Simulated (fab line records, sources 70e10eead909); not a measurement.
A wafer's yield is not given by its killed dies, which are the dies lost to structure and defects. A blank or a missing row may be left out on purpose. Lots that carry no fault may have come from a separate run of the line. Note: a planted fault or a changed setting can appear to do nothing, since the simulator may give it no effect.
fab line records ; flow nand_harc
[record] lots = 13; wafers = 39; last_day = 23
route steps=1159 shown A_STAIRCASE@705 THIN_TSV@1116 END@1159
lots with no fault: from the same line, run without faults
start_h: hours from the record's opening day to when the first of the lot's shown wafers began ; wait_h: time in hours since the lot's previous step ; " the same as in the row above ; L1.1+2: a row that stands for several wafers ; - no value present, or no start provided ; * or withheld: withheld ; < > ~ a bound
route shown NAME@n: names a module that has steps shown in the file, with the first one's number in the route ; usual: average and standard deviation across the fault-free wafers ; same: alike in all rows ; chamber/n: place in a boat ; sites: per-site readings ; _std_site: their standard deviation ; _edge_site: the outer-site mean with the inner-site mean subtracted ; radius_mm: for every site, how far away it sits from the centre of the wafer ; mask NAME#n: copy n ; behind: tool/chamber where the wafer was last shaped ; hold: why the lot went on hold/how many hours it stayed there/how the hold came to an end ; device: the n, p or np transistor that did not switch ; end of line: tests run on the same wafers once the route is complete ; a step given without rows: its recipe and nothing more ; killed: at the first sort, the dies lost to defects and structure; wafer yield is something else ; map: shows each die of a wafer: x if killed, . if not, _ if none is there
set.NAME: the setting that was run; set.NAME@STEP: the one run at that earlier step ; model.NAME: the simulator's own value behind a step, which no gauge read
one table for each step of the route and one row for each wafer, over a sample of lots
services: a tool's chamber out of use, with start hour (start_h, from the record's first day; less than 0 if before it), hours out, and reason
[[steps]]
[step NHARC_A_STAIRCASE_ALD_420]
[recipe] target_thk_a = 200; pulse_time_s = 6; ald_cycles = 200; temp_c = 300; material = SiO2
[usual] heater_power_w = 477/37; precursor_pulse_height_rel = 0.997/0.021; susceptor_temp_C = 299.99/0.19
[same] ald_cycles = 200
lot.wafer;tool;chamber;start_h;wait_h;heater_power_w;precursor_pulse_height_rel;susceptor_temp_C
L570.2;ald_hk-02;2;273.94;-;428;0.990;-
L570.4;ald_hk-02;3;273.94;-;465;0.995;-
L570.3;ald_hk-02;1;273.94;-;459;1.007;-
L571.2;ald_hk-04;2;274.22;-;488;0.991;300.02
L571.4;ald_hk-04;3;274.22;-;504;1.033;299.96
L571.1;ald_hk-04;0;274.22;-;441;1.006;299.74
L569.1;ald_hk-04;1;279.47;-;525;1.020;-
L569.6;ald_hk-04;2;279.47;-;494;0.981;-
L569.5;ald_hk-04;3;279.47;-;483;1.021;-
L574.2;ald_hk-03;3;285.52;-;546;0.998;300.38
L574.3;ald_hk-03;1;285.52;-;441;0.965;299.39
L574.6;ald_hk-03;3;285.52;-;523;1.016;300.05
L573.3;ald_hk-03;1;286.32;-;441;1.022;299.74
L573.6;ald_hk-03;1;286.32;-;440;1.013;299.84
L573.5;ald_hk-03;2;286.32;-;551;0.991;299.84
L576.3;ald_hk-02;0;311.44;-;460;0.981;300.04
L576.2;ald_hk-02;1;311.44;-;478;0.995;299.73
L576.5;ald_hk-02;0;311.44;-;467;1.000;300.03
L579.1;ald_hk-04;1;323.55;-;549;1.026;299.93
L579.4;ald_hk-04;3;323.55;-;498;1.036;299.60
L579.5;ald_hk-04;2;323.55;-;498;1.014;300.04
L578.2;ald_hk-02;2;324.02;-;438;1.026;299.60
L578.5;ald_hk-02;3;324.02;-;456;1.021;299.95
L578.6;ald_hk-02;0;324.02;-;464;0.967;300.01
L582.2;ald_hk-04;2;345.87;-;487;1.005;299.90
L582.3;ald_hk-04;3;345.87;-;477;0.975;300.13
L582.4;ald_hk-04;0;345.87;-;454;0.967;299.89
L583.1;ald_hk-02;1;349.83;-;465;1.005;300.01
L583.4;ald_hk-02;3;349.83;-;453;0.994;299.88
L583.5;ald_hk-02;2;349.83;-;440;0.979;299.97
L586.3;ald_hk-02;2;363.43;-;427;1.002;300.31
L586.2;ald_hk-02;3;363.43;-;470;0.988;300.22
L586.4;ald_hk-02;0;363.43;-;478;1.025;299.58
L585.1;ald_hk-04;1;363.44;-;528;1.015;300.16
L585.3;ald_hk-04;3;363.44;-;484;0.997;299.69
L585.5;ald_hk-04;0;363.44;-;457;1.002;300.11
L589.1;ald_hk-02;0;374.33;-;463;0.965;300.26
L589.4;ald_hk-02;2;374.33;-;452;0.963;300.14
L589.6;ald_hk-02;0;374.33;-;457;1.012;300.13
[step NHARC_THIN_TSV_CD_MEAS_12]
[recipe] target_cd_nm = 1000; landing_energy_ev = 500
[usual] cd_nm = 1000.5/2.7
lot.wafer;tool;chamber;start_h;wait_h;cd_nm
L570.2;cd_sem-01;0;434.54;-;998.8
L570.3;cd_sem-01;0;434.54;-;999.0
L570.4;cd_sem-01;0;434.54;-;996.7
L569.1;cd_sem-02;0;435.74;-;1005.2
L569.5;cd_sem-02;0;435.74;-;1002.0
L569.6;cd_sem-02;0;435.74;-;1005.8
L571.1;cd_sem-02;0;437.06;-;997.8
L571.2;cd_sem-02;0;437.06;-;999.4
L571.4;cd_sem-02;0;437.06;-;997.7
L574.2;cd_sem-02;0;438.05;-;1002.6
L574.3;cd_sem-02;0;438.05;-;1005.5
L574.6;cd_sem-02;0;438.05;-;1004.3
L573.3;cd_sem-03;0;442.54;-;1001.5
L573.5;cd_sem-03;0;442.54;-;1001.2
L573.6;cd_sem-03;0;442.54;-;999.4
L576.2;cd_sem-03;0;467.05;-;999.4
L576.3;cd_sem-03;0;467.05;-;994.2
L576.5;cd_sem-03;0;467.05;-;1000.5
L579.1;cd_sem-01;0;474.19;-;996.1
L579.4;cd_sem-01;0;474.19;-;1002.7
L579.5;cd_sem-01;0;474.19;-;998.7
L578.2;cd_sem-02;0;475.41;-;997.9
L578.5;cd_sem-02;0;475.41;-;996.8
L578.6;cd_sem-02;0;475.41;-;997.7
L582.2;cd_sem-01;0;491.98;-;997.4
L582.3;cd_sem-01;0;491.98;-;999.1
L582.4;cd_sem-01;0;491.98;-;1000.6
L583.1;cd_sem-02;0;493.19;-;1003.4
L583.4;cd_sem-02;0;493.19;-;997.0
L583.5;cd_sem-02;0;493.19;-;1001.5
L585.1;cd_sem-01;0;522.45;-;1000.6
L585.3;cd_sem-01;0;522.45;-;1001.0
L585.5;cd_sem-01;0;522.45;-;999.7
L586.2;cd_sem-03;0;532.80;-;1002.5
L586.3;cd_sem-03;0;532.80;-;998.6
L586.4;cd_sem-03;0;532.80;-;999.4
L589.1;cd_sem-02;0;535.29;-;997.6
L589.4;cd_sem-02;0;535.29;-;1002.1
L589.6;cd_sem-02;0;535.29;-;1001.5
[step NHARC_THIN_TSV_ETCH_59]
[recipe] target_depth_a = 8800; icp_w = 900; bias_w = 100; Cl2_flow_sccm = 60; bcl3_flow_sccm = 30; time_s = 138.1; chemistry = Cl2/BCl3
[usual] drypump_motor_current_A = 5.57/0.2; oes_product_au = 1.006/0.0094; rf_fwd_power_W = 896/3.3; throttle_valve_pct = 22.264/0.009
[same] time_s = 138.1
lot.wafer;tool;chamber;start_h;wait_h;drypump_motor_current_A;oes_product_au;rf_fwd_power_W;rf_hours_counter_h;throttle_valve_pct
L570.2;rie_metal-01;0;440.84;0.1;5.79;0.994;892;2.8;22.255
L570.3;rie_metal-01;1;440.84;0.1;5.85;1.013;898;-;22.252
L570.4;rie_metal-01;0;440.84;0.1;5.80;0.996;893;-;22.273
L569.1;rie_metal-02;0;442.13;0.1;5.66;1.004;896;1.4;22.270
L569.6;rie_metal-02;1;442.13;0.1;5.31;1.011;897;-;22.265
L569.5;rie_metal-02;0;442.13;0.1;5.64;1.002;897;-;22.273
L571.2;rie_metal-01;0;443.16;0.1;5.81;1.003;896;3.0;22.260
L571.1;rie_metal-01;1;443.16;0.1;5.79;1.019;897;3.0;22.265
L571.4;rie_metal-01;1;443.16;0.1;5.82;1.012;894;-;22.250
L574.2;rie_metal-02;1;444.33;0.1;5.29;0.999;898;1.6;22.276
L574.3;rie_metal-02;1;444.33;0.1;5.29;1.009;894;-;22.269
L574.6;rie_metal-02;1;444.33;0.1;5.29;1.012;893;-;22.264
L573.3;rie_metal-02;0;448.87;0.2;5.62;1.012;900;-;22.266
L573.6;rie_metal-02;0;448.87;0.2;5.64;1.018;896;-;22.269
L573.5;rie_metal-02;1;448.87;0.2;5.29;1.008;889;-;22.270
L576.2;rie_metal-03;0;473.31;0.1;5.47;1.017;893;0.2;22.276
L576.3;rie_metal-03;1;473.31;0.1;5.59;0.989;896;-;22.250
L576.5;rie_metal-03;0;473.31;0.1;5.48;1.017;898;-;22.255
L579.1;rie_metal-01;0;480.49;0.1;5.79;0.997;895;3.9;22.247
L579.4;rie_metal-01;0;480.49;0.1;5.80;0.993;898;-;22.260
L579.5;rie_metal-01;0;480.49;0.1;5.79;0.992;901;-;22.259
L578.2;rie_metal-02;1;481.75;0.1;5.28;1.014;891;2.6;22.269
L578.6;rie_metal-02;0;481.75;0.1;5.63;1.022;897;-;22.255
L578.5;rie_metal-02;1;481.75;0.1;5.26;1.015;893;-;22.266
L582.2;rie_metal-01;1;498.46;0.1;5.78;1.012;896;4.7;22.259
L582.4;rie_metal-01;1;498.46;0.1;5.78;1.017;893;-;22.251
L582.3;rie_metal-01;0;498.46;0.1;5.79;0.984;896;-;22.279
L583.1;rie_metal-03;0;499.46;0.1;5.45;1.017;898;1.1;22.276
L583.4;rie_metal-03;1;499.46;0.1;5.60;0.985;892;-;22.265
L583.5;rie_metal-03;1;499.46;0.1;5.63;0.993;898;-;22.265
L585.1;rie_metal-02;1;528.93;0.1;5.30;1.016;893;3.9;22.262
L585.3;rie_metal-02;1;528.93;0.1;5.28;1.019;893;-;22.254
L585.5;rie_metal-02;0;528.93;0.1;5.60;1.003;896;-;22.260
L586.2;rie_metal-02;0;539.30;0.1;5.62;1.001;902;3.9;22.264
L586.3;rie_metal-02;1;539.30;0.1;5.29;1.013;895;-;22.267
L586.4;rie_metal-02;0;539.30;0.1;5.62;1.002;895;-;22.269
L589.1;rie_metal-02;1;542.09;0.1;5.29;1.001;892;4.6;22.254
L589.4;rie_metal-02;1;542.09;0.1;5.31;1.000;892;-;22.253
L589.6;rie_metal-02;0;542.09;0.1;5.61;1.005;892;-;22.263
[step NHARC_THIN_TSV_CD_MEAS_37]
[usual] cd_nm = 5002/3.9
lot.wafer;tool;chamber;start_h;wait_h;cd_nm
L570.2;cd_sem-01;-;441.96;-;4998
L570.3;cd_sem-01;-;441.96;-;5003
L570.4;cd_sem-01;-;441.96;-;4995
L569.1;cd_sem-01;-;443.26;-;5004
L569.5;cd_sem-01;-;443.26;-;5002
L569.6;cd_sem-01;-;443.26;-;5013
L571.1;cd_sem-02;-;444.31;-;4996
L571.2;cd_sem-02;-;444.31;-;5001
L571.4;cd_sem-02;-;444.31;-;4998
L574.2;cd_sem-01;-;445.49;-;5003
L574.3;cd_sem-01;-;445.49;-;5009
L574.6;cd_sem-01;-;445.49;-;5004
L573.3;cd_sem-01;-;449.98;-;4999
L573.5;cd_sem-01;-;449.98;-;5005
L573.6;cd_sem-01;-;449.98;-;4998
L576.2;cd_sem-03;-;474.47;-;4999
L576.3;cd_sem-03;-;474.47;-;4997
L576.5;cd_sem-03;-;474.47;-;4999
L579.1;cd_sem-02;-;481.60;-;4998
L579.4;cd_sem-02;-;481.60;-;5004
L579.5;cd_sem-02;-;481.60;-;4999
L578.2;cd_sem-01;-;482.87;-;4999
L578.5;cd_sem-01;-;482.87;-;4993
L578.6;cd_sem-01;-;482.87;-;5000
L582.2;cd_sem-01;-;499.61;-;4998
L582.3;cd_sem-01;-;499.61;-;5001
L582.4;cd_sem-01;-;499.61;-;5008
L583.1;cd_sem-02;-;501.02;-;5002
L583.4;cd_sem-02;-;501.02;-;5003
L583.5;cd_sem-02;-;501.02;-;5005
L585.1;cd_sem-03;-;530.06;-;5005
L585.3;cd_sem-03;-;530.06;-;5001
L585.5;cd_sem-03;-;530.06;-;5004
L586.2;cd_sem-02;-;540.42;-;5006
L586.3;cd_sem-02;-;540.42;-;5000
L586.4;cd_sem-02;-;540.42;-;5000
L589.1;cd_sem-02;-;544.31;-;4995
L589.4;cd_sem-02;-;544.31;-;5004
L589.6;cd_sem-02;-;544.31;-;5004
[step NHARC_END_SORT_01]
[recipe] temp_c = 25
[usual] killed_at_array = 24/8.4; killed_at_other = 0.7/1.1; killed_at_periphery = 2.9/1.7; killed_dies = 27/8.6; killed_open = 3.3/1.8; killed_short = 1.8/1.4
[same] gross_dies = 677
lot.wafer;tool;chamber;start_h;wait_h;killed_at_array;killed_at_other;killed_at_periphery;killed_dies;killed_open;killed_short
L585.1;prober-02;0;538.34;2.5;64;0;1;65;4;0
L585.3;prober-02;0;539.94;3.1;37;0;2;39;7;0
L585.5;prober-02;0;541.55;3.7;37;1;1;39;2;1
// killed by level:class
L585.1 A_STAIRCASE:unspecified=36 A_SLIT:chamber_film_flake=14 A_STAIRCASE:chamber_film_flake=5 A_CHANNEL_HOLE_D1:chamber_film_flake=3 A_CONTACT:chamber_film_flake=2 A_ONON_D1:geometric_particle:open=1 A_WL_FILL:geometric_particle:open=1 A_CONTACT:geometric_particle:open=1
L585.3 A_SLIT:chamber_film_flake=21 A_CHANNEL_HOLE_D1:chamber_film_flake=8 A_ONON_D1:geometric_particle:open=3 A_STAIRCASE:chamber_film_flake=2 P_GATE:geometric_particle:open=1 P_M0:geometric_particle:open=1 A_SGD_CUT:geometric_particle:open=1 A_CONTACT:geometric_particle:open=1
L585.5 A_SLIT:chamber_film_flake=20 A_STAIRCASE:chamber_film_flake=5 A_CHANNEL_HOLE_D1:chamber_film_flake=4 A_CONTACT:chamber_film_flake=4 A_CONTACT:geometric_particle:open=1 A_CONTACT:geometric_particle:short=1 A_BLC:geometric_particle:open=1 P_M1:chamber_film_flake=1
[[services]]
tool;chamber;start_h;hours;kind
rie_metal-03;0;262.57;5.1;repair
ald_hk-04;-;263.86;1.6;repair
rie_metal-02;0;266.34;8.4;repair
rie_metal-03;-;276.00;9.0;pm
ald_hk-02;-;280.15;10.0;pm
ald_hk-02;0;280.15;10.0;vent_cycle
ald_hk-02;1;280.15;10.0;vent_cycle
ald_hk-02;2;280.15;10.0;vent_cycle
ald_hk-02;3;280.15;10.0;vent_cycle
ald_hk-02;0;290.15;-;clean
ald_hk-02;1;290.15;-;clean
ald_hk-02;2;290.15;-;clean
rie_metal-01;-;332.00;9.0;pm
rie_metal-02;-;388.00;9.0;pm
rie_metal-02;0;388.00;9.0;vent_cycle
rie_metal-02;1;388.00;9.0;vent_cycle
rie_metal-02;0;397.00;-;clean
rie_metal-02;1;397.00;-;clean
rie_metal-03;-;453.00;9.0;pm
ald_hk-02;-;453.20;1.2;repair
ald_hk-02;-;458.15;10.0;pm
rie_metal-02;0;459.71;7.2;repair
ald_hk-03;-;501.26;10.0;pm
rie_metal-01;-;509.00;9.0;pm
[[key]]
[first_sign] step = NHARC_END_SORT_01; reading = killed_at_array; direction = up; sigmas = 4.8; usual = 24; struck = 64
[effect] step = NHARC_END_SORT_01; reading = killed_dies; direction = up; sigmas = 4.4; usual = 27; struck = 65
[more_kills_born_at] NHARC_A_STAIRCASE_ALD_420@ald_hk-04 = 36
met_at NHARC_A_STAIRCASE_ALD_420
struck_lots L585
struck_wafers L585.1
tester_left_out L585
not_acting_at NHARC_THIN_TSV_CD_MEAS_12,NHARC_THIN_TSV_ETCH_59,NHARC_THIN_TSV_CD_MEAS_37
onset_between 323.55 363.44
[fault] kind = chamber_particle_source; tool = ald_hk-04; chamber = 1; onset_h = 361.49; steps = NHARC_A_STAIRCASE_ALD_420; rate_per_visit_cm2 = 0.46731; end_h = 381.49
// tester_left_out: of these lots the tester's yield and bins aren't shown, on N5 and GAA mostly nor the transistor test; their killed dies are dies lost to structure and defects alone, not to doping, threshold or leakage, so they don't give the yield
